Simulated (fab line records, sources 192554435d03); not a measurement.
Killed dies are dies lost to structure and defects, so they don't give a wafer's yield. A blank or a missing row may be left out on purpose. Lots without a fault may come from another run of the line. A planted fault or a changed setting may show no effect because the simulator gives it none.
Split-lot experiment | flow n5_finfet | 7 lots, 21 wafers read, on a route of 1938 steps

THE SPLIT
At N5_BEOL_M11_ILD_DEP_00 (deposits SiCOH lowk from DEMS/porogen, target thk 308.51 nm, time 58 s), the setting time_s was moved away from the recipe's 58 s on 4 of the 21 wafers read, by -5.8% to +13.2%. The other wafers ran this setting at the recipe's value.

FROM THE SPLIT TO THE READING: what the file shows between them, 1 step
- N5_BEOL_M11_CURE_71: cures SiCOH lowk, time 240 s

THE READING
M11_ILD_THK, in nm, at N5_BEOL_M11_THK_MEAS_01. Fault-free wafers of this fab line usually give 268 nm, standard deviation 3.4 nm.

wafer  | tool, chamber at the split | time_s as run, s | against the recipe | M11_ILD_THK, nm | against lot-mates on the recipe
L074.2 | pecvd-04, 1                | 58               | recipe             | 271             | -
L074.3 | pecvd-04, 2                | 58               | recipe             | 264             | -
L074.4 | pecvd-04, 1                | 58               | recipe             | 274             | -
L076.1 | pecvd-01, 2                | 65.68            | +13.2%             | 303             | +33
L076.3 | pecvd-01, 0                | 58               | recipe             | 267             | -
L076.6 | pecvd-01, 0                | 58               | recipe             | 273             | -
L082.1 | pecvd-02, 2                | 54.63            | -5.8%              | 248             | -19
L082.4 | pecvd-02, 0                | 54.63            | -5.8%              | 251             | -16
L082.5 | pecvd-02, 1                | 58               | recipe             | 267             | -
L086.2 | pecvd-02, 1                | 58               | recipe             | 261             | -
L086.5 | pecvd-02, 1                | 58               | recipe             | 271             | -
L086.6 | pecvd-02, 0                | 58               | recipe             | 266             | -
L095.2 | pecvd-04, 2                | 58               | recipe             | 268             | -
L095.4 | pecvd-04, 2                | 58               | recipe             | 270             | -
L095.5 | pecvd-04, 0                | 58               | recipe             | 274             | -
L094.2 | pecvd-01, 0                | 58               | recipe             | 273             | -
L094.3 | pecvd-01, 2                | 54.61            | -5.8%              | 252             | -22
L094.4 | pecvd-01, 0                | 58               | recipe             | 275             | -
L097.1 | pecvd-01, 0                | 58               | recipe             | 270             | -
L097.3 | pecvd-01, 1                | 58               | recipe             | 269             | -
L097.6 | pecvd-01, 2                | 58               | recipe             | 273             | -

THE FIT
A straight line over all 21 wafers: M11_ILD_THK changes by +2.8 nm for each +1% of time_s; r = +0.94; the points scatter about the line by 3.9 nm.
The same after taking each lot's own level away (the mean of its wafers on the recipe; 21 wafers): +2.77 nm for each +1%; r = +0.96; scatter 3.2 nm.
On that fit, the largest move of time_s shifts the reading by 37 nm.
The lots' own levels span 266.0 to 274.0 nm, that is 2.4 times the standard deviation above.
So the lot-to-lot level changes the slope little: the two slopes agree.
Check: with one of the wafers moved furthest among these (+13.2%) left out of the fit, the line predicts +43.2 nm for it against its lot-mates. It came out at +33 nm against them.

THE WHOLE CHAIN: every reading that the file lists as answering this split, in the file's order
step                    | what it does                                                           | reading                                                                                   | change (the file's fit)              | r (the file's)
N5_BEOL_M11_ILD_DEP_00  | deposits SiCOH lowk from DEMS/porogen, target thk 308.51 nm, time 58 s | SiCOH_lowk_of_BEOL_M11_ILD_DEP_00.thk_nm (the simulator's own value, which no gauge read) | +3.08 nm for each +1% of the setting | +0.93
N5_BEOL_M11_CURE_71     | cures SiCOH lowk, time 240 s                                           | SiCOH_lowk_of_BEOL_M11_ILD_DEP_00.thk_nm (the simulator's own value, which no gauge read) | +2.72 nm for each +1% of the setting | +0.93
N5_BEOL_M11_THK_MEAS_01 |                                                                        | M11_ILD_THK                                                                               | +2.72 for each +1% of the setting    | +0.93

THE FILE'S OWN FIT
M11_ILD_THK changes by +2.72 nm for each +1% of time_s, r = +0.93.
